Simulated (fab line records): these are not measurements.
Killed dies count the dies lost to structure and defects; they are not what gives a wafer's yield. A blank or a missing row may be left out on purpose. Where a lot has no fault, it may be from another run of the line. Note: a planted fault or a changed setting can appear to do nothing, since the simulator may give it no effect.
fab line records	flow nand_harc
record: lots: 6	wafers: 18	last_day: 30
route steps=1302 shown P_STI@99 P_GATE@110 END@1301
lots that met no fault: taken from a fault-free run of the same line
start_h: hours from the record's opening day to when the first of the lot's shown wafers began	wait_h: how many hours have passed since the lot's step before this one	" repeats the value in the row above	L1.1+2: several wafers, shown together as one row	- either no value or no given start	* or withheld: withheld	< > ~ a bound
route shown NAME@n: a module of which the file shows steps, and the number in the route of the first	usual: mean/standard deviation of fault-free wafers	same: alike in all rows	chamber/n: place in a boat	sites: the reading at each site	_std_site: the values' standard deviation	_edge_site: mean of outer sites minus mean of inner sites	radius_mm: for every site, how far away it sits from the centre of the wafer	mask NAME#n: copy n	behind: the most recent tool/chamber to have shaped the wafer	hold: cause of the lot's hold/its duration in hours/its outcome	device: which transistor (n, p or np) failed to switch	end of line: at the end of the route, the tests of the same wafers	where a step has no rows: the recipe by itself	killed: dies that structure and defects cost at the first sort, which is not the same as the wafer's yield	map: per-die view of a wafer (x killed, . not killed, _ where there is no die)
set.NAME: the run value of the setting; set.NAME@STEP: its run value at that earlier step	model.NAME: the simulator's own value behind a step, which no gauge read
certain route steps with their lots: each step a table, each wafer a row
services: the hour from which a tool's chamber was out of use, counted from the record's first day as start_h (under 0 if before that day), plus the number of hours and why
== steps ==
step: NHARC_P_STI_ANNEAL_34
recipe: temp_c: 1000	time_s: 1800
step: NHARC_P_STI_CMP_21
recipe: t_overpolish_s: 20	target_thk_nm: 380.67
usual: motor_current_A: 12.3/1.1	overpolish_run_s: 20.001/0.0086
lot.wafer	tool	chamber	start_h	wait_h	motor_current_A	overpolish_run_s
L986.4	cmp-04	3	63.73	0.4	12.0	20.003
L986.3	"	1	"	"	11.6	19.993
L986.6	"	2	"	"	14.1	19.996
L988.2	cmp-04	0	84.44	0.4	10.4	20.004
L988.4	"	1	"	"	12.3	20.003
L988.1	"	3	"	"	12.3	20.004
L992.3	cmp-04	2	128.12	0.4	13.9	19.988
L992.1	"	3	"	"	12.5	20.007
L992.5	"	2	"	"	13.7	20.014
L997.4	cmp-04	2	174.91	0.4	13.3	20.020
L997.2	"	3	"	"	12.3	19.996
L997.5	"	1	"	"	12.0	20.004
L101.4	cmp-04	0	213.67	0.4	10.4	20.008
L101.5	"	3	"	"	12.6	20.006
L101.6	"	0	"	"	10.1	19.995
L102.3	cmp-02	2	221.91	0.4	12.8	20.009
L102.2	"	3	"	"	11.3	19.995
L102.6	"	3	"	"	11.3	20.001
step: NHARC_P_STI_SRD_35
step: NHARC_P_STI_ETCH_36
recipe: target_depth_a: 388	chemistry: dHF	material: SiO2
step: NHARC_P_STI_STRIP_24
recipe: temp_c: 160	chemistry: H3PO4	material: Si3N4
step: NHARC_P_STI_ETCH_37
recipe: target_depth_a: 110	chemistry: dHF	material: SiO2
step: NHARC_P_STI_PRECLEAN_38
recipe: time_s: *	temp_c: 50	bath_age_min: 0	chemistry: SC1
step: NHARC_P_STI_SRD_39
step: NHARC_P_STI_OXIDE_40
recipe: target_thk_a: 100	temp_c: 900	ox_time_s: 1362	material: SiO2
step: NHARC_P_STI_INSPECT_25
usual: raw_defect_count: 216/74
lot.wafer	tool	chamber	start_h	wait_h	raw_defect_count
L986.3	defect_inspect-01	-	71.43	0.4	233
L986.4	"	-	"	"	292
L986.6	"	-	"	"	176
L988.1	defect_inspect-01	-	96.36	0.4	126
L988.2	"	-	"	"	178
L988.4	"	-	"	"	307
L992.1	defect_inspect-01	-	139.05	0.4	260
L992.3	"	-	"	"	240
L992.5	"	-	"	"	260
L997.2	defect_inspect-01	-	184.20	0.4	355
L997.4	"	-	"	"	182
L997.5	"	-	"	"	196
L101.4	defect_inspect-01	-	218.89	0.4	205
L101.5	"	-	"	"	194
L101.6	"	-	"	"	191
L102.2	defect_inspect-01	-	229.87	0.4	176
L102.3	"	-	"	"	158
L102.6	"	-	"	"	169
step: NHARC_P_GATE_ETCH_69
recipe: target_depth_a: 140	chemistry: dHF	material: SiO2
step: NHARC_P_GATE_PRECLEAN_70
recipe: time_s: *	temp_c: 50	bath_age_min: 0	chemistry: SC1
lot.wafer	tool	chamber	start_h	wait_h
L986.3+4+6	wet_bench-09	2,3,5	71.58	0.1
L988.2+1+4	wet_bench-07	7,0,2	96.51	0.1
L992.1+5+3	wet_bench-07	1,2,3	139.20	0.1
L997.4+2+5	wet_bench-07	6,0,3	184.35	0.1
L101.4+5+6	wet_bench-04	1,4,6	219.04	0.1
L102.6+2+3	wet_bench-09	1,2,3	230.04	0.0
step: NHARC_P_GATE_SRD_01
step: NHARC_P_GATE_OXIDE_02
recipe: target_thk_a: 375	temp_c: 950	p_h2o_torr: 720	ox_time_s: 365	material: SiO2
step: NHARC_P_GATE_DEHYDRATE_03
recipe: temp_c: 150	time_s: 120
step: NHARC_P_GATE_HMDS_04
recipe: time_s: 30
step: NHARC_P_GATE_COAT_05
recipe: spin_rpm: 4690
step: NHARC_P_GATE_SOFTBAKE_06
recipe: temp_c: 122	time_s: 95
step: NHARC_P_GATE_EBR_07
step: NHARC_P_GATE_EXPOSE_08
recipe: na: 0.6	dose_mj: 16.75	mask_id: P_HV
step: NHARC_P_GATE_PEB_09
recipe: peb_temp_c: 118	peb_time_s: 85
step: NHARC_P_GATE_DEVELOP_10
recipe: time_s: 70
step: NHARC_P_GATE_CD_MEAS_11
recipe: target_cd_nm: 1640	landing_energy_ev: 500
usual: cd_nm: 1639.4/1.2
lot.wafer	tool	chamber	start_h	wait_h	cd_nm
L986.3	cd_sem-01	0	80.66	-	1640.8
L986.4	"	0	"	"	1640.8
L986.6	"	0	"	"	1641.3
L988.1	cd_sem-03	0	104.68	-	1640.9
L988.2	"	0	"	"	1638.3
L988.4	"	0	"	"	1638.2
L992.1	cd_sem-01	0	147.74	-	1640.9
L992.3	"	0	"	"	1640.0
L992.5	"	0	"	"	1639.9
L997.2	cd_sem-01	0	192.69	-	1640.7
L997.4	"	0	"	"	1641.1
L997.5	"	0	"	"	1642.3
L101.4	cd_sem-03	0	227.71	-	1640.8
L101.5	"	0	"	"	1639.9
L101.6	"	0	"	"	1638.8
L102.2	cd_sem-02	0	238.82	-	1640.3
L102.3	"	0	"	"	1641.3
L102.6	"	0	"	"	1637.7
step: NHARC_P_GATE_HARDBAKE_12
recipe: temp_c: 125	time_s: 80
step: NHARC_P_GATE_DESCUM_13
recipe: time_s: 3	o2_flow_sccm: 200	ar_flow_sccm: 0	bias_power_w: 0	chemistry: O2
usual: drypump_motor_current_A: 5.4/0.5	mfc_ar_sccm: 0.005/0.011	oes_product_au: 0.997/0.01	rf_vpp_V: 57.7/0.9	showerhead_plenum_p_Torr: 1.91/0.093	throttle_valve_pct: 11.310/0.0088
lot.wafer	tool	chamber	start_h	wait_h	drypump_motor_current_A	mfc_ar_sccm	oes_product_au	rf_hours_counter_h	rf_vpp_V	showerhead_plenum_p_Torr	throttle_valve_pct
L986.4	rie_diel-13	2	80.84	-	4.9	0.019	0.994	3.0	58.2	1.96	11.309
L986.3	"	3	"	"	5.5	0.004	0.988	4.7	58.3	2.03	11.304
L986.6	"	0	"	"	5.8	0	0.989	-	57.0	1.89	11.324
L988.2	rie_diel-13	2	104.84	-	4.9	0.019	1.006	3.7	56.1	1.96	11.311
L988.4	"	3	"	"	5.5	0.004	0.986	5.3	57.6	2.03	11.305
L988.1	"	0	"	"	5.7	0	1.013	5.1	57.8	1.89	11.297
L992.1	rie_diel-03	3	147.92	-	4.9	0	1.000	1.0	58.4	1.94	11.307
L992.3	"	0	"	"	5.1	0.008	1.005	0.6	58.5	2.02	11.319
L992.5	"	2	"	"	5.2	0.043	1.011	-	57.6	2.05	11.327
L997.4	rie_diel-06	3	192.85	-	6.5	0	1.016	4.6	57.8	1.79	11.309
L997.2	"	2	"	"	5.2	0	0.991	3.0	56.9	1.83	11.296
L997.5	"	0	"	"	5.6	0	1.002	-	58.3	1.96	11.325
L101.4	rie_diel-06	2	227.87	-	5.3	0	0.988	4.5	56.8	1.83	11.325
L101.6	"	1	"	"	5.5	0	0.985	-	57.5	1.78	11.296
L101.5	"	2	"	"	5.3	0	0.987	-	56.8	1.83	11.311
L102.2	rie_diel-03	1	238.99	-	5.1	0	0.977	6.8	55.9	1.87	11.318
L102.3	"	2	"	"	5.2	0.043	0.996	7.1	58.8	2.04	11.311
L102.6	"	1	"	"	5.1	0	0.992	-	58.8	1.87	11.307
step: NHARC_P_GATE_ETCH_14
recipe: target_depth_a: 488	chemistry: dHF	material: SiO2
step: NHARC_P_GATE_STRIP_15
recipe: time_s: 780	temp_c: 130	chemistry: SPM
step: NHARC_P_GATE_PRECLEAN_71
recipe: time_s: *	temp_c: 50	bath_age_min: 0	chemistry: SC1
step: NHARC_P_GATE_SRD_72
step: NHARC_P_GATE_OXIDE_16
recipe: target_thk_a: 30	temp_c: 875	ox_time_s: 392	material: SiO2
step: NHARC_P_GATE_CVD_17
recipe: target_thk_a: 1500	temp_c: 620	time_s: 900	material: poly-Si
step: NHARC_P_GATE_HM_DEP_102
recipe: target_thk_a: 1200	temp_c: 400	material: aC
usual: throttle_valve_pct: 35.000/0.0088
lot.wafer	tool	chamber	start_h	wait_h	throttle_valve_pct
L986.3	acl_dep-03	0	94.48	1.4	34.996
L986.4	"	0	"	"	34.992
L986.6	"	0	"	"	35.003
L988.1	acl_dep-01	0	118.06	0.4	35.011
L988.2	"	0	"	"	35.012
L988.4	"	0	"	"	35.003
L992.1	acl_dep-02	0	163.87	3.1	34.995
L992.3	"	0	"	"	35.001
L992.5	"	0	"	"	34.999
L997.2	acl_dep-02	0	209.84	5.0	34.997
L997.4	"	0	"	"	35.012
L997.5	"	0	"	"	35.004
L101.4	acl_dep-03	0	240.79	0.7	34.982
L101.5	"	0	"	"	34.982
L101.6	"	0	"	"	35.001
L102.2	acl_dep-03	0	254.57	3.7	34.993
L102.3	"	0	"	"	34.993
L102.6	"	0	"	"	35.000
step: NHARC_P_GATE_DEP_103
recipe: target_thk_a: 300	target_thk_nm: 30	temp_c: 400	flow_sccm: 200	rf_w: 350	material: SiON
usual: heater_power_w: 770/92
lot.wafer	tool	chamber	start_h	wait_h	heater_power_w
L986.3	pecvd-02	2	94.99	0.4	736
L986.6	"	0	"	"	727
L986.4	"	1	"	"	865
L988.2	pecvd-02	2	118.73	0.5	690
L988.1	"	1	"	"	930
L988.4	"	2	"	"	685
L992.1	pecvd-02	2	164.56	0.6	665
L992.3	"	0	"	"	782
L992.5	"	1	"	"	892
L997.2	pecvd-02	0	210.46	0.5	750
L997.4	"	2	"	"	765
L997.5	"	0	"	"	755
L101.6	pecvd-01	0	241.22	0.1	710
L101.4	"	1	"	"	608
L101.5	"	2	"	"	724
L102.3	pecvd-02	0	255.12	0.3	700
L102.2	"	2	"	"	778
L102.6	"	2	"	"	775
step: NHARC_P_GATE_DEHYDRATE_18
recipe: temp_c: 150	time_s: 120
step: NHARC_P_GATE_HMDS_19
recipe: time_s: 30
step: NHARC_P_GATE_COAT_20
recipe: spin_rpm: 1500	resist_thk_nm: 90
step: NHARC_P_GATE_SOFTBAKE_21
recipe: temp_c: 105	time_s: 55
step: NHARC_P_GATE_EBR_22
step: NHARC_P_GATE_EXPOSE_23
recipe: na: 1.35	target_cd_nm: 120	dose_mj: 93.91	mask_id: P_GATE
step: NHARC_P_GATE_PEB_24
recipe: peb_temp_c: 100	peb_time_s: 65
step: NHARC_P_GATE_DEVELOP_25
recipe: develop_time_s: 35	dev_temp_c: 23
step: NHARC_END_WLT_00
usual: VT_DECK1_BOTTOM: 0.871/0.0076	VT_DECK1_BOTTOM_INNER: 0.872/0.0075	VT_DECK1_MEDIAN_NEAR_BOTTOM: 0.872/0.0079	VT_DECK1_MEDIAN_NEAR_BOTTOM_INNER: 0.873/0.007	VT_DECK1_MIDDLE: 0.884/0.0073	VT_DECK1_MIDDLE_INNER: 0.884/0.0069	VT_DECK1_TOP: 0.895/0.007	VT_DECK1_TOP_INNER: 0.896/0.0074	VT_DECK2_BOTTOM: 0.872/0.0064	VT_DECK2_BOTTOM_INNER: 0.871/0.0066	VT_DECK2_MEDIAN_NEAR_BOTTOM: 0.872/0.0065	VT_DECK2_MEDIAN_NEAR_BOTTOM_INNER: 0.873/0.0073	VT_DECK2_MIDDLE: 0.885/0.0061	VT_DECK2_MIDDLE_INNER: 0.886/0.0068	VT_DECK2_TOP: 0.896/0.0064	VT_DECK2_TOP_INNER: 0.896/0.0064
lot.wafer	tool	chamber	start_h	wait_h	VT_DECK1_BOTTOM	VT_DECK1_BOTTOM_INNER	VT_DECK1_MEDIAN_NEAR_BOTTOM	VT_DECK1_MEDIAN_NEAR_BOTTOM_INNER	VT_DECK1_MIDDLE	VT_DECK1_MIDDLE_INNER	VT_DECK1_TOP	VT_DECK1_TOP_INNER	VT_DECK2_BOTTOM	VT_DECK2_BOTTOM_INNER	VT_DECK2_MEDIAN_NEAR_BOTTOM	VT_DECK2_MEDIAN_NEAR_BOTTOM_INNER	VT_DECK2_MIDDLE	VT_DECK2_MIDDLE_INNER	VT_DECK2_TOP	VT_DECK2_TOP_INNER
L986.3	prober-01	-	577.66	1.0	0.877	0.869	0.871	0.881	0.886	0.880	0.891	0.890	0.864	0.876	0.873	0.877	0.886	0.889	0.894	0.888
L986.4	"	-	"	"	0.876	0.869	0.868	0.872	0.883	0.881	0.898	0.896	0.872	0.869	0.864	0.872	0.886	0.884	0.896	0.890
L986.6	"	-	"	"	0.863	0.872	0.861	0.865	0.892	0.879	0.889	0.892	0.870	0.873	0.873	0.871	0.882	0.880	0.887	0.889
L988.1	prober-01	-	584.48	7.9	0.862	0.872	0.869	0.862	0.875	0.873	0.892	0.896	0.877	0.872	0.886	0.878	0.887	0.890	0.905	0.891
L988.2	"	-	"	"	0.873	0.880	0.873	0.874	0.888	0.886	0.892	0.889	0.874	0.874	0.874	0.875	0.878	0.881	0.902	0.897
L988.4	"	-	"	"	0.865	0.853	0.872	0.870	0.884	0.884	0.894	0.887	0.862	0.866	0.868	0.872	0.875	0.880	0.900	0.894
L992.1	prober-02	-	637.78	0.2	0.901	0.903	0.906	0.894	0.917	0.913	0.933	0.927	0.894	0.897	0.900	0.899	0.903	0.907	0.923	0.917
L992.3	"	-	638.78	1.2	0.908	0.915	0.919	0.919	0.919	0.917	0.926	0.921	0.893	0.894	0.894	0.890	0.904	0.907	0.921	0.919
L992.5	"	-	639.78	2.2	0.906	0.897	0.903	0.911	0.908	0.925	0.930	0.927	0.898	0.894	0.897	0.905	0.908	0.902	0.918	0.917
L997.2	prober-01	-	667.53	1.7	0.898	0.897	0.893	0.895	0.905	0.904	0.917	0.922	0.896	0.894	0.889	0.889	0.910	0.911	0.922	0.918
L997.4	"	-	"	"	0.896	0.899	0.899	0.898	0.904	0.906	0.919	0.917	0.901	0.896	0.902	0.901	0.909	0.915	0.923	0.916
L997.5	"	-	"	"	0.892	0.882	0.887	0.893	0.908	0.910	0.922	0.921	0.898	0.896	0.893	0.886	0.900	0.903	0.906	0.922
L102.2	prober-01	-	714.17	0.5	0.865	0.865	0.867	0.866	0.881	0.873	0.893	0.887	0.872	0.876	0.878	0.876	0.886	0.891	0.899	0.900
L102.3	"	-	"	"	0.869	0.872	0.861	0.862	0.885	0.867	0.891	0.888	0.887	0.873	0.874	0.882	0.890	0.892	0.904	0.901
L102.6	"	-	716.15	2.5	0.866	0.868	0.866	0.866	0.868	0.875	0.895	0.891	0.877	0.879	0.879	0.879	0.896	0.891	0.906	0.901
L101.4	prober-02	-	715.21	1.6	0.868	0.863	0.872	0.863	0.869	0.888	0.889	0.895	0.871	0.875	0.876	0.874	0.881	0.882	0.889	0.893
L101.5	"	-	"	"	0.868	0.867	0.866	0.868	0.882	0.884	0.896	0.893	0.867	0.864	0.865	0.868	0.886	0.889	0.894	0.899
L101.6	"	-	"	"	0.858	0.864	0.857	0.867	0.866	0.880	0.894	0.895	0.872	0.866	0.867	0.868	0.881	0.880	0.895	0.886
step: NHARC_END_SORT_01
recipe: temp_c: 25
usual: killed_at_array: 53/19	killed_at_other: 0.8/1.2	killed_at_periphery: 3.7/2.3	killed_dies: 57/19	killed_open: 3.2/1.7	killed_short: 2.6/1.8
same: gross_dies: 677
lot.wafer	tool	chamber	start_h	wait_h	killed_at_array	killed_at_other	killed_at_periphery	killed_dies	killed_open	killed_short
L992.1	prober-02	0	640.79	2.5	27	1	5	33	1	3
L992.3	prober-02	0	642.40	3.1	28	2	3	33	4	2
L992.5	prober-02	0	644.01	3.7	31	0	6	37	0	0
killed by level:class
L992.1 A_CHANNEL_HOLE_D2:chamber_film_flake=10 A_CONTACT:chamber_film_flake=7 P_STI:chamber_film_flake=3 P_ZERO_WELL:chamber_film_flake=2 A_SLIT:chamber_film_flake=2 A_BONDPAD:chamber_film_flake=2 A_CHANNEL_HOLE_D1:geometric_particle:short=1 A_DECK1_JOINT:geometric_particle:short=1
L992.3 A_CHANNEL_HOLE_D2:chamber_film_flake=11 A_CHANNEL_HOLE_D1:chamber_film_flake=4 A_BONDPAD:chamber_film_flake=3 THIN_TSV:chamber_film_flake=2 P_M0:geometric_particle:open=1 A_M1:geometric_particle:open=1 A_ONON_D1:geometric_particle:open=1 A_DECK1_JOINT:geometric_particle:open=1
L992.5 A_CHANNEL_HOLE_D2:chamber_film_flake=14 A_CONTACT:chamber_film_flake=8 P_STI:chamber_film_flake=4 A_BONDPAD:chamber_film_flake=3 P_ZERO_WELL:chamber_film_flake=2 A_CHANNEL_HOLE_D1:chamber_film_flake=2 A_CHANNEL_FILL_D1:chamber_film_flake=1 A_STAIRCASE:chamber_film_flake=1
== services ==
tool	chamber	start_h	hours	kind
acl_dep-02	-	44.92	11.5	repair
pecvd-02	-	46.00	13.0	pm
acl_dep-02	-	60.71	13.0	pm
rie_diel-03	2	62.15	4.8	repair
pecvd-02	2	66.19	18.7	repair
rie_diel-03	1	66.42	2.1	repair
pecvd-02	1	80.66	9.3	repair
rie_diel-06	2	96.11	7.1	repair
cmp-04	-	111.00	4.0	pm
acl_dep-03	-	119.73	13.0	pm
pecvd-02	0	124.07	12.4	repair
rie_diel-03	-	126.35	9.0	pm
rie_diel-06	-	130.20	9.0	pm
cmp-04	-	151.48	1.3	repair
rie_diel-03	3	153.56	9.8	repair
rie_diel-06	0	158.18	2.5	repair
wet_bench-07	-	160.00	8.0	pm
rie_diel-13	-	165.00	9.0	pm
rie_diel-06	2	173.26	16.1	repair
cmp-04	-	177.38	0.5	repair
cmp-04	-	209.00	4.0	pm
cmp-04	-	214.03	4.0	repair
pecvd-02	1	216.86	6.4	repair
pecvd-02	-	227.00	13.0	pm
== key ==
first_sign: step: NHARC_END_WLT_00	reading: VT_DECK1_TOP	direction: up	sigmas: 4.3	usual: 0.895	struck: 0.924
effect: step: NHARC_END_WLT_00	reading: VT_DECK1_MIDDLE_INNER	direction: up	sigmas: 4.2	usual: 0.884	struck: 0.913
met_at NHARC_P_GATE_PRECLEAN_70
struck_wafers L992.1,L992.3,L992.5,L997.2,L997.4,L997.5
tester_left_out L992,L997
onset_between 96.51 139.20
also_fits NHARC_P_GATE_HM_DEP_102:acl_dep-02
fault: kind: metallic_contamination_source	tool: wet_bench-07	chamber: -	onset_h: 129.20	steps: NHARC_P_GATE_PRECLEAN_70	rate_cm2_per_visit: 4.6353e+11	species: metal_fe_cm2
tester_left_out: of these lots the tester's yield and bins aren't shown, on N5 and GAA mostly nor the transistor test; their killed dies are dies lost to structure and defects alone, not to doping, threshold or leakage, so they don't give the yield
